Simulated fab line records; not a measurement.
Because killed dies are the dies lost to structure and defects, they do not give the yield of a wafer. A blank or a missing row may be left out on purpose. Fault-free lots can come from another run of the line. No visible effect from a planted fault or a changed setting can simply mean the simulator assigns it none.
What tool caused it? + flow nand_harc + Sampling: 14 lots, 41 wafers, 5 of 1302 route steps

## WHAT EACH GAUGE READ, for each wafer
NHARC_A_CHANNEL_FILL_D1_INSPECT_13.
| lot  | measured     | on                | raw_defect_count |
|------|--------------|-------------------|------------------|
| L613 | day 11 01:04 | defect_inspect-02 | 399 267 210      |
| L614 | day 11 09:18 | defect_inspect-02 | 188 277 144      |
| L616 | day 11 17:54 | defect_inspect-02 | 433 420 281      |
| L623 | day 14 21:08 | defect_inspect-02 | 367 885          |
| L625 | day 15 10:46 | defect_inspect-01 | 311 433 215      |
| L626 | day 16 14:07 | defect_inspect-02 | 663 508 278      |
| L627 | day 16 18:29 | defect_inspect-02 | 335 565 333      |
| L628 | day 16 18:29 | defect_inspect-02 | 375 252 308      |
| L630 | day 18 01:17 | defect_inspect-01 | 219 148 258      |
| L632 | day 18 14:47 | defect_inspect-01 | 398 287 298      |
| L633 | day 19 18:35 | defect_inspect-01 | 333 226 292      |
| L634 | day 19 21:29 | defect_inspect-01 | 445 255 353      |
| L635 | day 20 08:11 | defect_inspect-01 | 751 365 240      |
| L636 | day 20 16:02 | defect_inspect-02 | 607 517 458      |

NHARC_A_ONON_D2_THK_MEAS_11: measures by ellipsometry.
| lot  | measured     | on            | thk_nm (nm)    |
|------|--------------|---------------|----------------|
| L613 | day 12 15:35 | film_metro-02 | 1012 1014 1013 |
| L614 | day 12 21:47 | film_metro-02 | 1008 1008 1008 |
| L616 | day 13 07:55 | film_metro-02 | 1007 1008 1009 |
| L623 | day 16 06:41 | film_metro-01 | 1001 602       |
| L625 | day 16 23:05 | film_metro-01 | 998 598 997    |
| L626 | day 18 09:48 | film_metro-01 | 1000 1001 1002 |
| L627 | day 18 09:35 | film_metro-02 | 994 991 994    |
| L628 | day 18 09:26 | film_metro-01 | 998 1001 999   |
| L630 | day 19 13:35 | film_metro-02 | 1006 1006 1006 |
| L632 | day 20 00:35 | film_metro-01 | 1010 1010 1011 |
| L633 | day 21 10:20 | film_metro-01 | 1001 1000 1000 |
| L634 | day 21 10:22 | film_metro-01 | 1015 1017 1016 |
| L635 | day 22 09:38 | film_metro-01 | 1004 1005 1003 |
| L636 | day 22 07:59 | film_metro-01 | 1007 1008 1006 |

NHARC_END_SORT_01.
| lot  | measured     | on        | killed_at_array | killed_at_other | killed_at_periphery | killed_dies | killed_open | killed_short |
|------|--------------|-----------|-----------------|-----------------|---------------------|-------------|-------------|--------------|
| L623 | day 28 19:38 | prober-02 | 60 675          | 1 1             | 5 1                 | 66 677      | 5 1         | 5 2          |
| L625 | day 28 22:02 | prober-01 | 62 673 59       | 0 0 0           | 4 4 3               | 66 677 62   | 3 5 4       | 1 2 2        |

## WHICH TOOL RAN EACH LOT (tool, then ch and the chambers of the sampled wafers, then the start)
| lot  | NHARC_A_ONON_D2_DEP_09           | NHARC_A_ONON_D2_DEP_33          |
|------|----------------------------------|---------------------------------|
| L613 | pecvd_onon-03 ch 0, day 12 15:08 | pecvd-02 ch 0,1, day 13 03:03   |
| L614 | pecvd_onon-03 ch 0, day 12 21:17 | pecvd-03 ch 0,2, day 13 08:05   |
| L616 | pecvd_onon-02 ch 0, day 13 07:25 | pecvd-03 ch 0,1, day 13 18:12   |
| L623 | pecvd_onon-03 ch 0, day 16 06:10 | pecvd-02 ch 0,2, day 16 18:10   |
| L625 | pecvd_onon-03 ch 0, day 16 22:44 | pecvd-04 ch 0,1,2, day 17 09:50 |
| L626 | pecvd_onon-02 ch 0, day 18 09:17 | pecvd-04 ch 0,1,2, day 18 20:38 |
| L627 | pecvd_onon-01 ch 0, day 18 09:04 | pecvd-02 ch 0,2, day 18 20:22   |
| L628 | pecvd_onon-02 ch 0, day 18 09:02 | pecvd-04 ch 0,2, day 18 20:27   |
| L630 | pecvd_onon-01 ch 0, day 19 13:04 | pecvd-02 ch 0,2, day 20 00:21   |
| L632 | pecvd_onon-03 ch 0, day 20 00:04 | pecvd-04 ch 0,1,2, day 20 10:55 |
| L633 | pecvd_onon-03 ch 0, day 21 09:49 | pecvd-04 ch 0,1, day 21 20:40   |
| L634 | pecvd_onon-01 ch 0, day 21 09:52 | pecvd-02 ch 0,2, day 21 20:46   |
| L635 | pecvd_onon-03 ch 0, day 22 09:11 | pecvd-02 ch 0,2, day 22 18:13   |
| L636 | pecvd_onon-01 ch 0, day 22 07:32 | pecvd-03 ch 0,1, day 22 18:18   |
- NHARC_A_ONON_D2_DEP_09: target thk 1000 nm.
- NHARC_A_ONON_D2_DEP_33: deposits SiO2, target thk 200 nm.

## WHAT THE TOOLS THEMSELVES READ (means of the sampled wafers that have a number; where no wafer has one, the mark that the record gives instead)
NHARC_A_ONON_D2_DEP_33.
| lot  | tool     | chamber_pressure_Torr (Torr) | heater_power_w (W) | throttle_valve_pct (%) |
|------|----------|------------------------------|--------------------|------------------------|
| L613 | pecvd-02 | 6.506                        | 574                | 16.4                   |
| L614 | pecvd-03 | 6.502                        | 565                | 15.1                   |
| L616 | pecvd-03 | 6.514                        | 412                | 15.9                   |
| L623 | pecvd-02 | 6.486                        | 605                | 15.4                   |
| L625 | pecvd-04 | 6.501                        | 482                | 15.7                   |
| L626 | pecvd-04 | 6.505                        | 483                | 15.9                   |
| L627 | pecvd-02 | 6.492                        | 567                | 15.4                   |
| L628 | pecvd-04 | 6.497                        | 537                | 16.1                   |
| L630 | pecvd-02 | 6.501                        | 499                | 15.6                   |
| L632 | pecvd-04 | 6.499                        | 470                | 15.7                   |
| L633 | pecvd-04 | 6.499                        | 457                | 15.8                   |
| L634 | pecvd-02 | 6.485                        | 543                | 15.6                   |
| L635 | pecvd-02 | 6.513                        | 538                | 15.6                   |
| L636 | pecvd-03 | 6.510                        | 515                | 15.7                   |

## THE ANSWER, worked out from the rows above alone
Rule: what is usual is taken from the lots themselves. Put in order of their means at a reading, lots are off if they are a third of the lots or fewer, leave a main group of 4 or more, and stand apart from it by a gap of 3 or more times the standard deviation of the main group's means; of several such gaps the widest counts. A main group whose means are all the same, to the digits that the tables above print for the reading, isn't used. Also off: a lot with no number at a reading for which 4 or more lots have one. Any other lot the step has rows for is counted as sound. After the gauges, taken in route order, come the tools' own readings; for these a lot's mean is taken, as printed above. At the first step where some lot is off, the reading lying furthest off is the one used; lots without a number count as furthest.
Off: L623, L625 (NHARC_A_ONON_D2_THK_MEAS_11, thk_nm). The main group has a mean of 1006 nm with a standard deviation of 6.1.
If a tool, at a process step before that reading, ran all the lots that are off and no sound lot after the first of them, it fits. Those tools and the gauges at NHARC_A_ONON_D2_THK_MEAS_11 are tried in the same way. None of those tried fits.

## WHAT THE SIMULATOR HAD INSERTED
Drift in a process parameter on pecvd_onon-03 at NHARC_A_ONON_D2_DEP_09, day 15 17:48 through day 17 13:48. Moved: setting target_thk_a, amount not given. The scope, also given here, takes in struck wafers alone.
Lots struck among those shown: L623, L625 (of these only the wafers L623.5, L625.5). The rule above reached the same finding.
